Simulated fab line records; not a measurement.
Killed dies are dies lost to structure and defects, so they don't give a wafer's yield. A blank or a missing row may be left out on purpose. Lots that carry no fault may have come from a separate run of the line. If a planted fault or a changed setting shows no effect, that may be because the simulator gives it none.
Problem report in the 8D (eight disciplines) form, filled by code -- flow n5_finfet -- the parts of the form that need people (team, actions taken, sign-off) are left out

## 1. WHAT IS WRONG
Mean of time_to_endpoint_s at N5_BEOL_M4_CMP_52: 33 s across 4 wafers in 3 lots; on wafers with no fault it is 63 s (standard deviation 4). That is -7.6 standard deviations from the usual mean.
The step: polishes, stops on SiOC, t overpolish 6.8 s, target thk 40 nm.
The first sign was on wafer L797.1 at day 12 14:13, on cmp-03. Wafers with a number at this step in the record: 27, from 10 lots. Rule for "out" (also "out of limits"): further than 4 standard deviations from the usual mean. The rest of the wafers with a number are treated as sound.

## 2. WHAT IT IS, AND WHAT IT ISN'T
question,is,is not
which readings at this step,time_to_endpoint_s,"edge_zone_pressure_frac, motor_current_A"
which lots,"L797, L798, L799","L779, L781, L782, L783, L788, L789, L790"
which wafers of those lots,"L797.1, L797.2, L798.1, L799.1","L798.5, L799.4"
read on which tools,cmp-03,"cmp-01, cmp-02"
when,from day 12 14:13,"up to then (21 sound wafers); but 2 sound wafers of L798, L799 came after"

## 3. WHAT RULES OUT EACH SUSPECT
Counting: any tool at a process step up to the reading remains a suspect provided it ran every lot that is out. Sound lots after the first of them don't rule it out here, since some wafers of a struck lot are sound.
- ecd_cu-02 at N5_BEOL_M4_ECD_50 (material Cu, target thk 300 nm): kept. It ran every lot that is out, first L797 (day 12 13:50); its last sound lot up to then is L790 (day 10 16:05).
- cmp-03 at N5_BEOL_M4_CMP_52 (polishes, stops on SiOC, t overpolish 6.8 s, target thk 40 nm): kept. It ran every lot that is out, first L797 (day 12 14:13). Its own time_to_endpoint_s readings are out on those wafers.
Remaining after the count are ecd_cu-02 at N5_BEOL_M4_ECD_50 and cmp-03 at N5_BEOL_M4_CMP_52.

## 4. THE CAUSE (what the simulator had put in)
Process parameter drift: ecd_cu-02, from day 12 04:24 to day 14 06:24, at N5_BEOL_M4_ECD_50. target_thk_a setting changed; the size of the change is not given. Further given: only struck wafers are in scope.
After counting, 2 suspects remain, this tool included.

## 5. SEQUENCE OF EFFECTS, ordered by route
One row per reading whose mean, taken over the struck wafers that have a number, lies over 3 standard deviations from the usual. Readings are gone through only where the record gives a usual standard deviation; hours: the median, over the lots, of the time from a lot's start at the first step in this table giving one to that lot's start at this step; sigmas: the change measured in usual standard deviations.
hours,step,reading,usual,on struck wafers,change,sigmas
0,N5_BEOL_M4_CMP_52,time_to_endpoint_s,63 s,33,-30,-7.6
The process steps in it:
- N5_BEOL_M4_CMP_52: polishes, stops on SiOC, t overpolish 6.8 s, target thk 40 nm.
Later measuring or inspecting steps at which every struck wafer that the step has a row for has a number for every such reading, and none has moved that far: N5_BEOL_M4_RC_MEAS_101.

## 6. WHAT WOULD HAVE CAUGHT IT SOONER
10 hours passed between the start of the fault at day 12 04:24 and the first reading out of limits in this record, taken at day 12 14:13.
L798, L799, from the lots that are out (3), started N5_BEOL_M4_ECD_50 on ecd_cu-02 later than day 12 14:13. A hold on the tool at that time would have spared those 2.
